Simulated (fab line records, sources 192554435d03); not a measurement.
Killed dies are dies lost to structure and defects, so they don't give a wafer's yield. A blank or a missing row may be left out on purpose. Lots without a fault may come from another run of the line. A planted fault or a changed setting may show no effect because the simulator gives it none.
fab line records | flow n5_finfet
record lots=7 wafers=39
route steps=1938 shown DUMMY_GATE@220 SD_EPI_N@278 BEOL_M0_SAQP@672 BEOL_M4@1021 BEOL_M6@1194 BEOL_M8@1348
start_h: hours from the record's first day to the start of the lot's first wafer shown | wait_h: hours since the lot's step before | " the same as in the row above | L1.1+2: a row that stands for several wafers | - no value, or no start given | * or withheld: withheld | < > ~ a bound
route shown NAME@n: a module of which the file shows steps, and the number in the route of the first | usual: mean/standard deviation of fault-free wafers | same: alike in all rows | chamber/n: place in a boat | sites: the reading at each site | _std_site: their standard deviation | _edge_site: outer sites' mean less inner sites' | radius_mm: how far each site lies from the wafer's centre | mask NAME#n: copy n | behind: the tool/chamber that last shaped the wafer | hold: why the lot was held/for how many hours/how that ended | device: the transistor (n, p or np) that didn't switch | end of line: the same wafers' tests at the end of the route | a step without rows: its recipe alone | killed: dies lost to structure and defects at the first sort, not the wafer's yield | map: a wafer's dies, x killed, . not, _ none there
set.NAME: the setting as run; set.NAME@STEP: as run at that earlier step | model.NAME: the simulator's own value behind a step, which no gauge read
lots whose settings were changed on purpose; a table a step, a row a wafer
## steps
# step N5_DUMMY_GATE_HM_DEP_06
# recipe material=SiNx target_thk_a=800 precursor=DCS/NH3 temp_c=700 pressure_mtorr=300 time_s=5141
# columns lot.wafer tool chamber start_h wait_h set.time_s model.SiNx_of_DUMMY_GATE_HM_DEP_06.thk_nm
L075.1+4 - - - 0.0 8103 125.8
L075.2 " - " " 8103 125.4
L075.3 " - " " 8103 125
L075.5 " - " " 8103 125.2
L075.6 " - " " 8103 125.6
L076.1+2 - - - 0.0 6842 107.2
L076.3 " - " " 6842 107.4
L076.4 " - " " 6842 107
L076.5+6 " - " " 6842 107.6
L077.1+4 - - - 0.0 2726 41
L077.2 " - " " 2726 40.8
L077.3+5+6 " - " " 2726 41.2
L078.1+3+4+5 - - - 0.0 3262 51.8
L078.2 " - " " 3262 51.2
L078.6 " - " " 3262 51.6
L081.1+4 - - - 0.0 8202 127
L081.2+6 " - " " 8202 126.4
L081.3 " - " " 8202 126.2
L081.5 " - " " 8202 126.8
L083.1+5 - - - 0.0 3493 55.6
L083.2+6 " - " " 3493 55.8
L083.3 " - " " 3493 56.4
L083.4 " - " " 3493 55.2
L094.2 lpcvd-02 0/95 162.69 0.0 5141 79.8
L094.3 " 0/100 " " 5141 80
L094.4 " 0/104 " " 5141 79.6
# step N5_SD_EPI_N_ETCH_45
# recipe chemistry=CH3F/O2 target=SiOCN target_depth_a=60 mask_material=SOC ion_energy_ev=60 bias_w=29 pressure_mtorr=15 source_w=410 Ar_flow_sccm=150 CH3F_flow_sccm=30 O2_flow_sccm=20
# columns lot.wafer tool chamber start_h wait_h set.target_depth_a model.etch.depth_nm
L075.1 rie_diel-03 3 56.14 0.1 60 5.965
L075.2 " 2 " " 30.89 2.998
L075.3 " 0 " " 60 5.933
L075.4 " 1 " " 60 6.062
L075.5 " 0 " " 30.89 3.044
L075.6 " 3 " " 30.89 3.083
L076.1 rie_diel-03 3 62.01 0.1 60 6.007
L076.2 " 2 " " 60 5.854
L076.3 " 0 " " 60 5.931
L076.4 " 2 " " 60 5.874
L076.5 " 3 " " 60 5.984
L076.6 " 0 " " 60 5.924
L077.1 rie_diel-06 3 70.58 0.1 60 6.13
L077.2 " 2 " " 60 5.887
L077.3 " 0 " " 60 5.947
L077.4 " 2 " " 60 5.918
L077.5 " 3 " " 60 6.137
L077.6 " 0 " " 60 5.958
L078.1 rie_diel-06 3 76.43 0.1 60 6.131
L078.2 " 2 " " 46.48 4.576
L078.3 " 0 " " 60 5.991
L078.4 " 2 " " 60 5.91
L078.5 " 3 " " 46.48 4.716
L078.6 " 0 " " 46.48 4.645
L081.1 rie_diel-06 1 95.21 0.1 88.48 8.892
L081.2 " 3 " " 60 6.039
L081.3 " 0 " " 60 5.84
L081.4 " 2 " " 88.48 8.553
L081.5 " 2 " " 60 5.812
L081.6 " 3 " " 88.48 8.929
L083.1 rie_diel-06 3 104.41 0.1 71.79 7.376
L083.2 " 1 " " 60 6.146
L083.3 " 2 " " 71.79 7.098
L083.4 " 0 " " 71.79 7.189
L083.5 " 0 " " 60 5.997
L083.6 " 3 " " 60 6.144
L094.2 rie_diel-01 1 170.14 0.1 60 6.128
L094.3 " 3 " " 60 6.031
L094.4 " 2 " " 60 6.014
# step N5_BEOL_M0_SAQP_ETCH_106
# recipe chemistry=N2/H2 target=SOC target_depth_a=1500 stop_on=SiNx ion_energy_ev=100 bias_w=61 pressure_mtorr=30 source_w=850 n2_flow_sccm=200 h2_flow_sccm=200
# columns lot.wafer tool chamber start_h wait_h set.target_depth_a model.SOC_of_BEOL_M0_SAQP_COAT_105.thk_nm
L075.1 rie_diel-04 3 116.92 - 1500 25.4
L075.2+5 " 0,2 " " 1500 24
L075.3 " 1 " " 1500 26.6
L075.4 " 2 " " 1500 24.2
L075.6 " 3 " " 1500 26.4
L076.1+2+6 rie_diel-02 0,3,3 124.69 - 2137 0
L076.3 " 2 " " 1500 26.6
L076.4 " 1 " " 1500 26.8
L076.5 " 2 " " 1500 26.4
L077.1 rie_diel-02 3 131.03 - 1500 27.8
L077.2+3+6 " 2,1,1 " " 2161 0
L077.4 " 0 " " 1500 22.2
L077.5 " 0 " " 1500 21.8
L078.1 rie_diel-05 3 138.31 - 1500 25.8
L078.2+3+6 " 0,1,1 " " 2044 0
L078.4 " 2 " " 1500 24.8
L078.5 " 0 " " 1500 23.6
L081.1 rie_diel-02 0 157.27 - 1500 21.6
L081.2 " 1 " " 1500 26.6
L081.3 " 3 " " 1500 28
L081.4 " 2 " " 1500 27.4
L081.5 " 3 " " 1500 26.4
L081.6 " 0 " " 1500 21.8
L083.1 rie_diel-02 3 166.10 - 1500 27.2
L083.2 " 0 " " 624.9 67.6
L083.3+5 " 2 " " 624.9 69.8
L083.4 " 3 " " 1500 28
L083.6 " 0 " " 1500 22.4
L094.2 rie_diel-05 0 230.35 - 1500 22.4
L094.3 " 3 " " 1500 25.2
L094.4 " 2 " " 1500 25
# step N5_BEOL_M0_SAQP_ETCH_107
# recipe chemistry=CH3F/O2 target=SiNx target_depth_a=300 mask_material=SOC pressure_mtorr=30 source_w=395 bias_w=73 Ar_flow_sccm=150 CH3F_flow_sccm=30 O2_flow_sccm=20 ion_energy_ev=120
# columns lot.wafer tool chamber start_h wait_h set.target_depth_a@BEOL_M0_SAQP_ETCH_106 model.SOC_of_BEOL_M0_SAQP_COAT_105.thk_nm
L075.1 rie_diel-04 3 116.98 0.0 1500 14.8
L075.2 " 0 " " 1500 13
L075.3 " 1 " " 1500 15.8
L075.4 " 2 " " 1500 13.6
L075.5 " 2 " " 1500 13.2
L075.6 " 3 " " 1500 15.6
L076.1+2+6 rie_diel-02 0,3,3 124.75 0.0 2137 0
L076.3 " 2 " " 1500 15.8
L076.4 " 1 " " 1500 16
L076.5 " 2 " " 1500 15.6
L077.1 rie_diel-02 3 131.09 0.0 1500 17.2
L077.2+3+6 " 2,1,1 " " 2161 0
L077.4 " 0 " " 1500 11.2
L077.5 " 0 " " 1500 10.8
L078.1 rie_diel-05 3 138.37 0.0 1500 15.2
L078.2+3+6 " 0,1,1 " " 2044 0
L078.4 " 2 " " 1500 14
L078.5 " 0 " " 1500 12.6
L081.1 rie_diel-02 0 157.33 0.0 1500 10.6
L081.2 " 1 " " 1500 15.8
L081.3 " 3 " " 1500 17
L081.4 " 2 " " 1500 16.6
L081.5 " 3 " " 1500 15.6
L081.6 " 0 " " 1500 10.8
L083.1 rie_diel-02 3 166.16 0.0 1500 16.4
L083.2 " 0 " " 624.9 56.6
L083.3+5 " 2 " " 624.9 59.2
L083.4 " 3 " " 1500 17.2
L083.6 " 0 " " 1500 11.4
L094.2 rie_diel-05 0 230.41 0.0 1500 11.4
L094.3 " 3 " " 1500 14.4
L094.4 " 2 " " 1500 14.2
# step N5_BEOL_M4_ILD_DEP_00
# recipe material=SiOC target_thk_a=790 temp_c=350 precursor=DEMS/O2 pressure_torr=5 rf_w=500 time_s=15.3
# columns lot.wafer tool chamber start_h wait_h set.target_thk_a model.SiOC_of_BEOL_M4_ILD_DEP_00.thk_nm
L076.1 pecvd-03 0 159.95 0.0 790 78.8
L076.2 " 2 " " 790 78
L076.3 " 1 " " 790 79.2
L076.4 " 1 " " 642.8 66.4
L076.5 " 2 " " 642.8 64.8
L076.6 " 0 " " 642.8 65.2
L075.1 pecvd-01 1 162.55 0.0 790 77.8
L075.2 " 2 " " 790 79.2
L075.3 " 0 " " 790 79
L075.4 " 2 " " 790 80
L075.5 " 1 " " 790 78
L075.6 " 0 " " 790 80.6
L077.1+3 pecvd-03 1,0 167.15 0.0 790 78.4
L077.2 " 2 " " 568.9 55.8
L077.4 " 0 " " 568.9 56.6
L077.5 " 1 " " 790 79
L077.6 " 2 " " 568.9 57
L078.1 pecvd-04 1 172.31 0.0 790 77.4
L078.2 " 2 " " 790 77.2
L078.3 " 0 " " 1082 106.8
L078.4 " 1 " " 1082 108.2
L078.5 " 2 " " 1082 107.8
L078.6 " 0 " " 790 79
L081.1 pecvd-01 0 200.51 0.0 790 78
L081.2+3 " 2,1 " " 790 77.4
L081.4 " 0 " " 790 79.2
L081.5+6 " 2,1 " " 790 79
L083.1 pecvd-01 1 206.55 0.0 929 92.6
L083.2 " 2 " " 790 77.8
L083.3 " 0 " " 790 78.2
L083.4 " 1 " " 790 79.6
L083.5+6 " 0,2 " " 929 94
L094.2+3 pecvd-01 2,1 281.62 0.0 790 77.6
L094.4 " 1 " " 790 78.6
# step N5_BEOL_M4_THK_MEAS_01
# recipe reads=SiOC_of_BEOL_M4_ILD_DEP_00
# usual M4_ILD_THK=79.0/1.1
# columns lot.wafer tool chamber start_h wait_h set.target_thk_a@BEOL_M4_ILD_DEP_00 M4_ILD_THK[nm]
L076.1 film_metro-02 - 160.02 0.0 790 78.7
L076.2 " - " " 790 78.1
L076.3 " - " " 790 79.2
L076.4 " - " " 642.8 66.5
L076.5 " - " " 642.8 64.8
L076.6 " - " " 642.8 65.2
L075.1 film_metro-02 - 162.61 0.0 790 77.9
L075.2 " - " " 790 79.1
L075.3 " - " " 790 78.8
L075.4 " - " " 790 80.0
L075.5 " - " " 790 78.1
L075.6 " - " " 790 80.6
L077.1 film_metro-02 - 167.21 0.0 790 78.4
L077.2 " - " " 568.9 55.8
L077.3 " - " " 790 78.3
L077.4 " - " " 568.9 56.6
L077.5 " - " " 790 79.0
L077.6 " - " " 568.9 57.0
L078.1 film_metro-02 - 172.38 0.0 790 77.3
L078.2 " - " " 790 77.1
L078.3 " - " " 1082 106.8
L078.4 " - " " 1082 108.3
L078.5 " - " " 1082 107.8
L078.6 " - " " 790 78.9
L081.1 film_metro-02 - 200.58 0.0 790 78.1
L081.2 " - " " 790 77.5
L081.3 " - " " 790 77.4
L081.4 " - " " 790 79.3
L081.5 " - " " 790 79.0
L081.6 " - " " 790 79.0
L083.1 film_metro-01 - 206.62 0.0 929 92.6
L083.2 " - " " 790 77.9
L083.3 " - " " 790 78.2
L083.4 " - " " 790 79.6
L083.5 " - " " 929 94.0
L083.6 " - " " 929 94.0
L094.2 film_metro-02 - 281.69 0.1 790 77.6
L094.3 " - " " 790 77.6
L094.4 " - " " 790 78.6
# step N5_BEOL_M6_ILD_DEP_00
# recipe material=SiCOH_lowk target_thk_a=1797.5 temp_c=300 precursor=DEMS/porogen pressure_torr=5 rf_w=500 time_s=33.4
# columns lot.wafer tool chamber start_h wait_h set.target_thk_a model.SiCOH_lowk_of_BEOL_M6_ILD_DEP_00.thk_nm
L076.1 pecvd-01 0 181.75 0.0 1797.5 176.6
L076.2 " 2 " " 2433 237.4
L076.3 " 1 " " 2433 241
L076.4 " 0 " " 2433 242.4
L076.5 " 1 " " 1797.5 181.4
L076.6 " 2 " " 1797.5 179
L075.1 pecvd-01 2 186.91 0.0 1406 137.4
L075.2 " 1 " " 1797.5 177.4
L075.3 " 0 " " 1797.5 176.4
L075.4 " 2 " " 1797.5 178
L075.5 " 0 " " 1406 140.2
L075.6 " 1 " " 1406 143
L077.1 pecvd-02 1 190.13 0.0 1497 143.6
L077.2 " 0 " " 1797.5 176.2
L077.3 " 2 " " 1497 144.8
L077.4 " 2 " " 1497 145.8
L077.5 " 1 " " 1797.5 176
L077.6 " 0 " " 1797.5 178.4
L078.1 pecvd-02 1 193.03 0.0 1797.5 177.4
L078.2 " 0 " " 1797.5 175.6
L078.3 " 0 " " 1797.5 179
L078.4 " 1 " " 1797.5 178.2
L078.5 " 0 " " 1797.5 178.8
L078.6 " 1 " " 1797.5 179.4
L081.1+3 pecvd-01 1,0 221.94 0.0 1797.5 178.8
L081.2 " 2 " " 1797.5 176.8
L081.4 " 0 " " 1159 117.4
L081.5 " 2 " " 1159 115.4
L081.6 " 1 " " 1159 116.8
L083.1 pecvd-02 1 230.98 0.0 1797.5 176.8
L083.2 " 0 " " 2464 242.2
L083.3 " 0 " " 1797.5 179.4
L083.4 " 1 " " 1797.5 180.4
L083.5 " 1 " " 2464 244.4
L083.6 " 0 " " 2464 246.4
L094.2 pecvd-02 1 314.89 0.0 1797.5 177.4
L094.3 " 0 " " 1797.5 179.6
L094.4 " 2 " " 1797.5 180.2
# step N5_BEOL_M6_CURE_74
# recipe temp_c=385 time_s=240 ambient=He/Ar material=SiCOH_lowk
# columns lot.wafer tool chamber start_h wait_h set.target_thk_a@BEOL_M6_ILD_DEP_00 model.SiCOH_lowk_of_BEOL_M6_ILD_DEP_00.thk_nm
L076.1 uv_cure-01 0 181.81 0.0 1797.5 152.4
L076.2 " 0 " " 2433 205.4
L076.3 " 0 " " 2433 208.6
L076.4 " 0 " " 2433 209.8
L076.5 " 0 " " 1797.5 156.4
L076.6 " 0 " " 1797.5 154.2
L075.1 uv_cure-03 2 186.97 0.0 1406 118.2
L075.2 " 2 " " 1797.5 153
L075.3 " 2 " " 1797.5 152
L075.4 " 2 " " 1797.5 153.6
L075.5 " 2 " " 1406 120.6
L075.6 " 2 " " 1406 123.2
L077.1 uv_cure-03 2 190.19 0.0 1497 123.6
L077.2+5 " 2 " " 1797.5 151.8
L077.3 " 2 " " 1497 124.6
L077.4 " 2 " " 1497 125.6
L077.6 " 2 " " 1797.5 153.8
L078.1 uv_cure-01 0 193.29 0.2 1797.5 153
L078.2 " 0 " " 1797.5 151.4
L078.3 " 0 " " 1797.5 154.4
L078.4 " 0 " " 1797.5 153.8
L078.5 " 0 " " 1797.5 154.2
L078.6 " 0 " " 1797.5 154.6
L081.1+3 uv_cure-01 0 222.01 0.0 1797.5 154.2
L081.2 " 0 " " 1797.5 152.4
L081.4 " 0 " " 1159 101
L081.5 " 0 " " 1159 99.2
L081.6 " 0 " " 1159 100.2
L083.1 uv_cure-02 0 231.07 0.1 1797.5 152.4
L083.2 " 0 " " 2464 209.6
L083.3 " 0 " " 1797.5 154.6
L083.4 " 0 " " 1797.5 155.6
L083.5 " 0 " " 2464 211.6
L083.6 " 0 " " 2464 213.2
L094.2 uv_cure-02 0 315.12 0.2 1797.5 153
L094.3 " 0 " " 1797.5 155
L094.4 " 0 " " 1797.5 155.4
# step N5_BEOL_M6_THK_MEAS_01
# recipe reads=SiCOH_lowk_of_BEOL_M6_ILD_DEP_00
# usual M6_ILD_THK=154.2/2
# columns lot.wafer tool chamber start_h wait_h set.target_thk_a@BEOL_M6_ILD_DEP_00 M6_ILD_THK[nm]
L076.1 film_metro-01 - 182.32 0.4 1797.5 152.3
L076.2 " - " " 2433 205.6
L076.3 " - " " 2433 208.6
L076.4 " - " " 2433 209.6
L076.5 " - " " 1797.5 156.5
L076.6 " - " " 1797.5 154.3
L075.1 film_metro-01 - 187.49 0.4 1406 118.2
L075.2 " - " " 1797.5 153.0
L075.3 " - " " 1797.5 152.0
L075.4 " - " " 1797.5 153.5
L075.5 " - " " 1406 120.8
L075.6 " - " " 1406 123.1
L077.1 film_metro-02 - 190.71 0.4 1497 123.7
L077.2 " - " " 1797.5 151.9
L077.3 " - " " 1497 124.4
L077.4 " - " " 1497 125.5
L077.5 " - " " 1797.5 151.9
L077.6 " - " " 1797.5 154.0
L078.1 film_metro-01 - 193.80 0.4 1797.5 153.1
L078.2 " - " " 1797.5 151.3
L078.3 " - " " 1797.5 154.2
L078.4 " - " " 1797.5 153.9
L078.5 " - " " 1797.5 154.3
L078.6 " - " " 1797.5 154.6
L081.1 film_metro-01 - 222.52 0.4 1797.5 154.2
L081.2 " - " " 1797.5 152.4
L081.3 " - " " 1797.5 154.3
L081.4 " - " " 1159 100.9
L081.5 " - " " 1159 99.2
L081.6 " - " " 1159 100.3
L083.1 film_metro-02 - 231.58 0.4 1797.5 152.5
L083.2 " - " " 2464 209.7
L083.3 " - " " 1797.5 154.5
L083.4 " - " " 1797.5 155.6
L083.5 " - " " 2464 211.6
L083.6 " - " " 2464 213.4
L094.2 film_metro-02 - 315.95 0.7 1797.5 152.9
L094.3 " - " " 1797.5 155.0
L094.4 " - " " 1797.5 155.3
# step N5_BEOL_M8_DESCUM_16
# recipe chemistry=O2 time_s=7.9 source_power_w=50 bias_power_w=20 pressure_mtorr=20 rf_frequency_hz=2.712e+07 temp_c=40 resist=CAR-ArF o2_flow_sccm=225
# columns lot.wafer tool chamber start_h wait_h set.time_s model.CAR-ArF_of_BEOL_M8_COAT_05.thk_nm
L076.1 rie_diel-03 1 197.61 0.6 11.78 80.6
L076.2+5 " 3,2 " " 7.9 83.2
L076.3+4 " 0,2 " " 11.78 81
L076.6 " 1 " " 7.9 83.4
L075.1+2+6 rie_diel-03 2,0,0 206.27 0.0 4.565 85.4
L075.3+4+5 " 3,1,1 " " 7.9 83.2
L078.1 rie_diel-01 2 206.93 0.0 10.58 81.2
L078.2 " 3 " " 10.58 81.6
L078.3+4+6 " 0,1,2 " " 7.9 83
L078.5 " 3 " " 10.58 81.4
L077.1+4 rie_diel-01 1,0 207.69 0.1 7.9 83.2
L077.2 " 2 " " 12.54 80
L077.3 " 3 " " 12.54 80.4
L077.5 " 3 " " 7.9 83
L077.6 " 0 " " 12.54 80.2
L081.1+5 rie_diel-01 0 242.68 0.3 6.49 83.8
L081.2 " 1 " " 7.9 82.6
L081.3 " 3 " " 7.9 83
L081.4 " 2 " " 7.9 82.8
L081.6 " 1 " " 6.49 84
L083.1+2+5+6 rie_diel-03 0,2,3,0 252.80 0.2 7.9 83
L083.3+4 " 1,3 " " 7.9 82.8
L094.2+3+4 rie_diel-01 0,2,3 332.47 0.0 7.9 83.6
# step N5_BEOL_M8_ETCH_61
# recipe chemistry=CF4 target=SiARC target_depth_a=455 mask_material=CAR-ArF time_s=75.8 ion_energy_ev=80 pressure_mtorr=40 source_w=545 bias_w=36 Ar_flow_sccm=100 cf4_flow_sccm=100 ends=cleared
# columns lot.wafer tool chamber start_h wait_h set.time_s@BEOL_M8_DESCUM_16 model.CAR-ArF_of_BEOL_M8_COAT_05.thk_nm
L076.1 rie_diel-03 1 197.64 0.0 11.78 47.8
L076.2 " 3 " " 7.9 50.4
L076.3+4 " 0,2 " " 11.78 48.2
L076.5+6 " 2,1 " " 7.9 50.6
L075.1+2+6 rie_diel-03 2,0,0 206.30 0.0 4.565 52.8
L075.3+4+5 " 3,1,1 " " 7.9 50.6
L078.1+5 rie_diel-01 2,3 206.96 0.0 10.58 48.8
L078.2 " 3 " " 10.58 49
L078.3+4+6 " 0,1,2 " " 7.9 50.4
L077.1 rie_diel-01 1 207.73 0.0 7.9 51
L077.2 " 2 " " 12.54 47.6
L077.3 " 3 " " 12.54 48
L077.4 " 0 " " 7.9 50.8
L077.5 " 3 " " 7.9 50.6
L077.6 " 0 " " 12.54 47.8
L081.1 rie_diel-01 0 242.71 0.0 6.49 51
L081.2 " 1 " " 7.9 50
L081.3 " 3 " " 7.9 50.4
L081.4 " 2 " " 7.9 50.2
L081.5 " 0 " " 6.49 51.2
L081.6 " 1 " " 6.49 51.4
L083.1+6 rie_diel-03 0 252.83 0.0 7.9 50.6
L083.2+3+4+5 " 2,1,3,3 " " 7.9 50.4
L094.2+3 rie_diel-01 0,2 332.51 0.0 7.9 51
L094.4 " 3 " " 7.9 51.2
## key
split step=N5_DUMMY_GATE_HM_DEP_06 setting=time_s stated=5141 by=lot
response step=N5_DUMMY_GATE_HM_DEP_06 reading=model.SiNx_of_DUMMY_GATE_HM_DEP_06.thk_nm change=+0.793 per=1% r=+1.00
split step=N5_SD_EPI_N_ETCH_45 setting=target_depth_a stated=60 by=wafer
response step=N5_SD_EPI_N_ETCH_45 reading=model.etch.depth_nm change=+0.0606 per=1% r=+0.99
split step=N5_BEOL_M0_SAQP_ETCH_106 setting=target_depth_a stated=1500 by=wafer
response step=N5_BEOL_M0_SAQP_ETCH_106 reading=model.SOC_of_BEOL_M0_SAQP_COAT_105.thk_nm change=-0.662 per=1% r=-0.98
response step=N5_BEOL_M0_SAQP_ETCH_107 reading=model.SOC_of_BEOL_M0_SAQP_COAT_105.thk_nm shape=bent at_lowest=58.33 at_stated=14.29 at_highest=0
split step=N5_BEOL_M4_ILD_DEP_00 setting=target_thk_a stated=790 by=wafer
response step=N5_BEOL_M4_ILD_DEP_00 reading=model.SiOC_of_BEOL_M4_ILD_DEP_00.thk_nm change=+0.794 per=1% r=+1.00
response step=N5_BEOL_M4_THK_MEAS_01 reading=M4_ILD_THK change=+0.794 per=1% r=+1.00
split step=N5_BEOL_M6_ILD_DEP_00 setting=target_thk_a stated=1797.5 by=wafer
response step=N5_BEOL_M6_ILD_DEP_00 reading=model.SiCOH_lowk_of_BEOL_M6_ILD_DEP_00.thk_nm change=+1.75 per=1% r=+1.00
response step=N5_BEOL_M6_CURE_74 reading=model.SiCOH_lowk_of_BEOL_M6_ILD_DEP_00.thk_nm change=+1.53 per=1% r=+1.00
response step=N5_BEOL_M6_THK_MEAS_01 reading=M6_ILD_THK change=+1.53 per=1% r=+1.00
split step=N5_BEOL_M8_DESCUM_16 setting=time_s stated=7.9 by=wafer
response step=N5_BEOL_M8_DESCUM_16 reading=model.CAR-ArF_of_BEOL_M8_COAT_05.thk_nm change=-0.0501 per=1% r=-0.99
response step=N5_BEOL_M8_ETCH_61 reading=model.CAR-ArF_of_BEOL_M8_COAT_05.thk_nm change=-0.0505 per=1% r=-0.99
